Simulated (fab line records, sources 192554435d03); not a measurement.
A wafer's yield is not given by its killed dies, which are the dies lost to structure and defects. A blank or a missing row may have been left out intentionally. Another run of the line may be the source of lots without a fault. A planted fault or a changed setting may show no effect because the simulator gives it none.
Split-lot study :: flow n5 finfet :: 21 wafers read across 7 lots, on a route 1938 steps long

== SPLIT DETAILS ==
At N5_MOL_CONTACT_COAG_VIA_ETCH_117 (etches SiO2 in C4F6/O2, target depth 40 nm, overetch 8 nm, time 26 s), the setting bias w was moved away from the recipe's 455 W on 7 of the 21 wafers read, by -8.2% to +15.5%. The other wafers ran this setting at the recipe's value.

Reading taken at the split's own step.

== THE READING ==
rf vpp V, in V, at N5_MOL_CONTACT_COAG_VIA_ETCH_117 (etches SiO2 in C4F6/O2, target depth 40 nm, overetch 8 nm, time 26 s). Fault-free wafers of this fab line usually give 1579 V, standard deviation 15 V.

wafer: L075.3
tool, chamber at the split: rie diel-01, 3
bias w as run, W: 525.5
against the recipe: +15.5%
rf vpp V, V: 1781
against lot-mates on the recipe: +226

wafer: L075.4
tool, chamber at the split: rie diel-01, 2
bias w as run, W: 455
against the recipe: recipe
rf vpp V, V: 1555
against lot-mates on the recipe: -

wafer: L075.6
tool, chamber at the split: rie diel-01, 2
bias w as run, W: 525.5
against the recipe: +15.5%
rf vpp V, V: 1731
against lot-mates on the recipe: +176

wafer: L076.2
tool, chamber at the split: rie diel-03, 2
bias w as run, W: 455
against the recipe: recipe
rf vpp V, V: 1604
against lot-mates on the recipe: -

wafer: L076.3
tool, chamber at the split: rie diel-03, 0
bias w as run, W: 455
against the recipe: recipe
rf vpp V, V: 1596
against lot-mates on the recipe: -

wafer: L076.5
tool, chamber at the split: rie diel-03, 3
bias w as run, W: 481.4
against the recipe: +5.8%
rf vpp V, V: 1639
against lot-mates on the recipe: +39

wafer: L078.3
tool, chamber at the split: rie diel-02, 1
bias w as run, W: 502.7
against the recipe: +10.5%
rf vpp V, V: 1701
against lot-mates on the recipe: +103

wafer: L078.4
tool, chamber at the split: rie diel-02, 3
bias w as run, W: 455
against the recipe: recipe
rf vpp V, V: 1598
against lot-mates on the recipe: -

wafer: L078.6
tool, chamber at the split: rie diel-02, 3
bias w as run, W: 502.7
against the recipe: +10.5%
rf vpp V, V: 1721
against lot-mates on the recipe: +123

wafer: L081.1
tool, chamber at the split: rie diel-02, 0
bias w as run, W: 455
against the recipe: recipe
rf vpp V, V: 1581
against lot-mates on the recipe: -

wafer: L081.2
tool, chamber at the split: rie diel-02, 2
bias w as run, W: 455
against the recipe: recipe
rf vpp V, V: 1574
against lot-mates on the recipe: -

wafer: L081.5
tool, chamber at the split: rie diel-02, 1
bias w as run, W: 455
against the recipe: recipe
rf vpp V, V: 1580
against lot-mates on the recipe: -

wafer: L086.1
tool, chamber at the split: rie diel-02, 0
bias w as run, W: 455
against the recipe: recipe
rf vpp V, V: 1582
against lot-mates on the recipe: -

wafer: L086.2
tool, chamber at the split: rie diel-02, 3
bias w as run, W: 455
against the recipe: recipe
rf vpp V, V: 1599
against lot-mates on the recipe: -

wafer: L086.4
tool, chamber at the split: rie diel-02, 2
bias w as run, W: 455
against the recipe: recipe
rf vpp V, V: 1572
against lot-mates on the recipe: -

wafer: L087.1
tool, chamber at the split: rie diel-02, 3
bias w as run, W: 455
against the recipe: recipe
rf vpp V, V: 1598
against lot-mates on the recipe: -

wafer: L087.3
tool, chamber at the split: rie diel-02, 2
bias w as run, W: 455
against the recipe: recipe
rf vpp V, V: 1572
against lot-mates on the recipe: -

wafer: L087.4
tool, chamber at the split: rie diel-02, 3
bias w as run, W: 455
against the recipe: recipe
rf vpp V, V: 1599
against lot-mates on the recipe: -

wafer: L096.3
tool, chamber at the split: rie diel-02, 1
bias w as run, W: 417.6
against the recipe: -8.2%
rf vpp V, V: 1480
against lot-mates on the recipe: -99

wafer: L096.4
tool, chamber at the split: rie diel-02, 0
bias w as run, W: 417.6
against the recipe: -8.2%
rf vpp V, V: 1481
against lot-mates on the recipe: -98

wafer: L096.5
tool, chamber at the split: rie diel-02, 0
bias w as run, W: 455
against the recipe: recipe
rf vpp V, V: 1579
against lot-mates on the recipe: -

FIT RESULTS
A straight line over all 21 wafers: rf vpp V changes by +11.6 V for each +1% of bias w; r = +0.98; the points scatter about the line by 15 V.
The same after taking each lot's own level away (the mean of its wafers on the recipe; 21 wafers): +12.1 V for each +1%; r = +0.98; scatter 15 V.
The reading moves by 1.9e+02 V for the largest change in bias w, on that fit.
The span of the lots' own levels, 1555.0 to 1600.0 V, comes to 3.0 times the standard deviation stated above.
The two slopes agree, so the slope changes little with the lot-to-lot level.
Check: +170 V against its lot-mates is what the line predicts for one of the wafers moved furthest among these (+15.5%) when that wafer is left out of the fit. Against them it came out at +226 V.
Tool readings at the split's step, against how far the setting was moved: rf vpp V r = +0.98.

== FURTHER SPLITS ON THESE WAFERS ==
These wafers also went through other splits before the reading. Each is held against what the fit with the lots' levels taken away leaves over:
other split on the same wafers: N5_HKMG_FIN_HK_ALD_01 ald cycles
wafers away from the commonest value: 6
r with rf vpp V (lot level and that fit taken away): +0.29

other split on the same wafers: N5_HKMG_FIN_EXPOSE_46 dose mj
wafers away from the commonest value: 4
r with rf vpp V (lot level and that fit taken away): +0.23

other split on the same wafers: N5_GATE_CUT_COAT_34 spin rpm
wafers away from the commonest value: 4
r with rf vpp V (lot level and that fit taken away): +0.18

other split on the same wafers: N5_GATE_CUT_COAT_27 spin rpm
wafers away from the commonest value: 5
r with rf vpp V (lot level and that fit taken away): -0.04

== FILE'S OWN FIT ==
rf vpp V changes by +11.8 V for each +1% of bias w, r = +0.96.
